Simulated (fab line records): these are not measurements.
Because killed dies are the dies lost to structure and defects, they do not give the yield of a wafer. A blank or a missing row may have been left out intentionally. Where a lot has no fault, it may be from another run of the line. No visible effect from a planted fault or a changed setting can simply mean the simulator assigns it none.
A lot that was struck, set against a sound lot | flow nandHarc | 14 steps out of a route of 1302
Sound: the wafers L490.2, L490.4, L490.5. Struck: wafer L503.4. (L503.5 of the same lot was not struck and is left out.) The cause comes at the end.
Order at every step that has rows: each side's tool, ch and its chambers, its first start. Under that, the readings that differ: sound wafers | struck wafers | difference of the means | sigmas: that difference in standard deviations of wafers without a fault.
alike: same words and numbers on both sides, and readings whose means sit less than 2 such deviations apart. not compared: any withheld reading, any reading some wafer has no value for, any bound like >300 that may hide the same value, and any number with overlapping values for which the record gives no deviation.
A row with sigmas, a row that says differs or no value, or rows on one side alone: a step with any of these is where the two part. When numbers do not overlap yet have no deviation, they are printed without sigmas and do not part them. A reading that every wafer of one side lacks parts them only if that side has two wafers or more.

first, 1 step without rows for these wafers: NHARC_A_STAIRCASE_TRIM_187 (chemistry O2, time 211.2 s).
NHARC_A_STAIRCASE_ETCH_188: etches the open film in C4F8/O2, target depth 100 nm, time 40.5 s.
  sound on rieDiel-04 ch 0,1,3; struck on rieDiel-12 ch 2
reading        | sound          | struck | difference | sigmas
runLengthS (s) | 60.9 61.1 61.6 | 62.7   | +1.5       | +3
  alike: oesProductAu, rfVppV
  not compared: rfHoursCounterH
NHARC_A_STAIRCASE_TRIM_189: chemistry O2, time 211.2 s.
  sound on rieDiel-04 ch 1,2; struck on rieDiel-12 ch 0
reading                      | sound          | struck | difference | sigmas
rfVppV (V)                   | 56.4 57.4 58.0 | 59.1   | +1.8       | +2
showerheadPlenumPTorr (Torr) | 3.62 3.71 3.71 | 3.39   | -0.29      | -3
  alike: drypumpMotorCurrentA, mfcArSccm, oesProductAu, throttleValvePct
  not compared: rfHoursCounterH
then, 1 step without rows for these wafers: NHARC_A_STAIRCASE_ETCH_190 (etches the open film in C4F8/O2, target depth 100 nm, time 40.5 s).
NHARC_A_STAIRCASE_TRIM_191: chemistry O2, time 211.2 s.
  sound on rieDiel-04 ch 1,2,3; struck on rieDiel-12 ch 2
  alike: drypumpMotorCurrentA, mfcArSccm, oesProductAu, rfVppV, showerheadPlenumPTorr, throttleValvePct
  not compared: rfHoursCounterH
then, 1 step without rows for these wafers: NHARC_A_STAIRCASE_ETCH_192 (etches the open film in C4F8/O2, target depth 100 nm, time 40.5 s).
NHARC_A_STAIRCASE_TRIM_193: chemistry O2, time 211.2 s.
  sound on rieDiel-04 ch 0,3; struck on rieDiel-12 ch 2
  alike: drypumpMotorCurrentA, mfcArSccm, oesProductAu, rfVppV, showerheadPlenumPTorr, throttleValvePct
  not compared: rfHoursCounterH
then, 3 steps without rows for these wafers: NHARC_A_STAIRCASE_ETCH_194 (etches the open film in C4F8/O2, target depth 100 nm, time 40.5 s); NHARC_A_STAIRCASE_TRIM_196 (chemistry O2, time 211.2 s); NHARC_A_STAIRCASE_ETCH_197 (etches the open film in C4F8/O2, target depth 100 nm, time 40.5 s).
NHARC_A_STAIRCASE_TRIM_198: chemistry O2, time 211.2 s.
  sound on rieDiel-12 ch 0,1,2; struck on rieDiel-12 ch 1
  alike: drypumpMotorCurrentA, mfcArSccm, oesProductAu, rfVppV, showerheadPlenumPTorr, throttleValvePct
  not compared: rfHoursCounterH
NHARC_A_STAIRCASE_ETCH_199: etches the open film in C4F8/O2, target depth 100 nm, time 40.5 s.
  sound on rieDiel-12 ch 1,2,3, day 16 14:46; struck on rieDiel-12 ch 2, day 21 20:25
reading        | sound          | struck | difference | sigmas
runLengthS (s) | 62.4 61.5 62.5 | 63.8   | +1.7       | +3
  alike: oesProductAu, rfVppV
  not compared: rfHoursCounterH
then, 1 step without rows for these wafers: NHARC_A_STAIRCASE_TRIM_200 (chemistry O2, time 211.2 s).
-- break in the record here, with 8 days between the starts of the struck wafers on either side (left off in module A_STAIRCASE, picked up again in module END, where the first step shown is number 1302 on the route) --
NHARC_END_SORT_01:
  here the record holds rows for the struck wafers (prober-02 ch 0, day 30 00:05) but none for the sound ones

## WHERE THEY PART
Earliest at NHARC_A_STAIRCASE_ETCH_188; latest, in this record, at NHARC_END_SORT_01.

WHY: what the simulator had put in
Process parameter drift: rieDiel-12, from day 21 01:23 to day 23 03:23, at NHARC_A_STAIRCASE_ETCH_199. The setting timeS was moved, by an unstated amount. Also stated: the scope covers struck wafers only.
